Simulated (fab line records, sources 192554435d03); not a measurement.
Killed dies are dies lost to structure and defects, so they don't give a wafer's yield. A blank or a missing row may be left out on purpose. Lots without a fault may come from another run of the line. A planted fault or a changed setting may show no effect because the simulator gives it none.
Split-lot experiment | flow n5_finfet | 7 lots, 39 wafers read, on a route of 1938 steps

THE SPLIT
At N5_BEOL_M9_ETCH_66 (etches SOC in N2/H2, target depth 80 nm, overetch 16 nm, time 120 s), the setting time_s was moved away from the recipe's 120 s on 18 of the 39 wafers read, by -52.5% to +56.3%. The other wafers ran this setting at the recipe's value.

The reading is taken at the split's own step.

THE READING
SiARC_of_BEOL_M9_COAT_64.thk_nm (the simulator's own value, which no gauge read), in nm, at N5_BEOL_M9_ETCH_66 (etches SOC in N2/H2, target depth 80 nm, overetch 16 nm, time 120 s). The file gives no usual value for it. The 21 wafers here that ran the recipe average 6.3 nm, standard deviation 0.16 nm.

wafer  | tool, chamber at the split | time_s as run, s | against the recipe | SiARC_of_BEOL_M9_COAT_64.thk_nm, nm | against lot-mates on the recipe
L078.1 | rie_diel-04, 1,3,1         | 120              | recipe             | 6.2                                 | -
L078.3 | rie_diel-04, 1,3,1         | 120              | recipe             | 6.2                                 | -
L078.4 | rie_diel-04, 1,3,1         | 120              | recipe             | 6.2                                 | -
L078.2 | rie_diel-04, 0,0,3         | 187.6            | +56.3%             | 3                                   | -3.2
L078.5 | rie_diel-04, 0,0,3         | 187.6            | +56.3%             | 3                                   | -3.2
L078.6 | rie_diel-04, 0,0,3         | 187.6            | +56.3%             | 3                                   | -3.2
L079.4 | rie_diel-04, 3,2,3         | 120              | recipe             | 6.2                                 | -
L079.5 | rie_diel-04, 3,2,3         | 120              | recipe             | 6.2                                 | -
L079.6 | rie_diel-04, 3,2,3         | 120              | recipe             | 6.2                                 | -
L086.1 | rie_diel-01, 0,3           | 69.46            | -42.1%             | 8.8                                 | +2.3
L086.4 | rie_diel-01, 0,3           | 69.46            | -42.1%             | 8.8                                 | +2.3
L086.2 | rie_diel-01, 2,1           | 120              | recipe             | 6.6                                 | -
L086.3 | rie_diel-01, 2,1           | 120              | recipe             | 6.6                                 | -
L086.5 | rie_diel-01, 1             | 69.46            | -42.1%             | 9                                   | +2.5
L086.6 | rie_diel-01, 0             | 120              | recipe             | 6.4                                 | -
L091.1 | rie_diel-04, 2,0,3         | 120              | recipe             | 6.2                                 | -
L091.2 | rie_diel-04, 2,0,3         | 120              | recipe             | 6.2                                 | -
L091.5 | rie_diel-04, 2,0,3         | 120              | recipe             | 6.2                                 | -
L091.3 | rie_diel-04, 3,1           | 156.8            | +30.7%             | 4.4                                 | -1.8
L091.4 | rie_diel-04, 3,1           | 156.8            | +30.7%             | 4.4                                 | -1.8
L091.6 | rie_diel-04, 0             | 156.8            | +30.7%             | 4.6                                 | -1.6
L090.1 | rie_diel-05, 0             | 120              | recipe             | 6.6                                 | -
L090.2 | rie_diel-05, 2             | 75.63            | -37.0%             | 8.4                                 | +1.9
L090.5 | rie_diel-05, 2             | 75.63            | -37.0%             | 8.4                                 | +1.9
L090.3 | rie_diel-05, 1             | 120              | recipe             | 6.4                                 | -
L090.4 | rie_diel-05, 1             | 120              | recipe             | 6.4                                 | -
L090.6 | rie_diel-05, 0             | 75.63            | -37.0%             | 8.6                                 | +2.1
L089.1 | rie_diel-05, 1             | 120              | recipe             | 6.4                                 | -
L089.2 | rie_diel-05, 0,3,3         | 56.99            | -52.5%             | 9.4                                 | +3.0
L089.4 | rie_diel-05, 0,3,3         | 56.99            | -52.5%             | 9.4                                 | +3.0
L089.6 | rie_diel-05, 0,3,3         | 56.99            | -52.5%             | 9.4                                 | +3.0
L089.3 | rie_diel-05, 2             | 120              | recipe             | 6.2                                 | -
L089.5 | rie_diel-05, 0             | 120              | recipe             | 6.6                                 | -
L096.1 | rie_diel-05, 1             | 120              | recipe             | 6.4                                 | -
L096.2 | rie_diel-05, 2             | 120              | recipe             | 6.2                                 | -
L096.3 | rie_diel-05, 0             | 97.23            | -19.0%             | 7.6                                 | +1.2
L096.4 | rie_diel-05, 3             | 97.23            | -19.0%             | 7.4                                 | +1.0
L096.6 | rie_diel-05, 3             | 97.23            | -19.0%             | 7.4                                 | +1.0
L096.5 | rie_diel-05, 0             | 120              | recipe             | 6.6                                 | -
Where a row lists several chambers, the file gives one row for several wafers and doesn't say which wafer went through which chamber.

THE FIT
A straight line over all 39 wafers: SiARC_of_BEOL_M9_COAT_64.thk_nm changes by -0.0591 nm for each +1% of time_s; r = -1.00; the points scatter about the line by 0.14 nm.
The same after taking each lot's own level away (the mean of its wafers on the recipe; 39 wafers): -0.0563 nm for each +1%; r = -1.00; scatter 0.097 nm.
On that fit, the largest move of time_s shifts the reading by 3.2 nm.
The lots' own levels span 6.20 to 6.53 nm, that is 2.0 times the standard deviation above.
So the lot-to-lot level changes the slope little: the two slopes agree.
Check: with one of the wafers moved furthest among these (+56.3%) left out of the fit, the line predicts -3.18 nm for it against its lot-mates. It came out at -3.2 nm against them.

OTHER SPLITS ON THESE WAFERS
These wafers also went through other splits before the reading. Each is held against what the fit with the lots' levels taken away leaves over:
other split on the same wafers | wafers away from the commonest value | r with SiARC_of_BEOL_M9_COAT_64.thk_nm (lot level and that fit taken away)
N5_BEOL_M7_DEP_56 target_thk_a | 12                                   | +0.11

THE FILE'S OWN FIT
SiARC_of_BEOL_M9_COAT_64.thk_nm changes by -0.0562 nm for each +1% of time_s, r = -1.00.
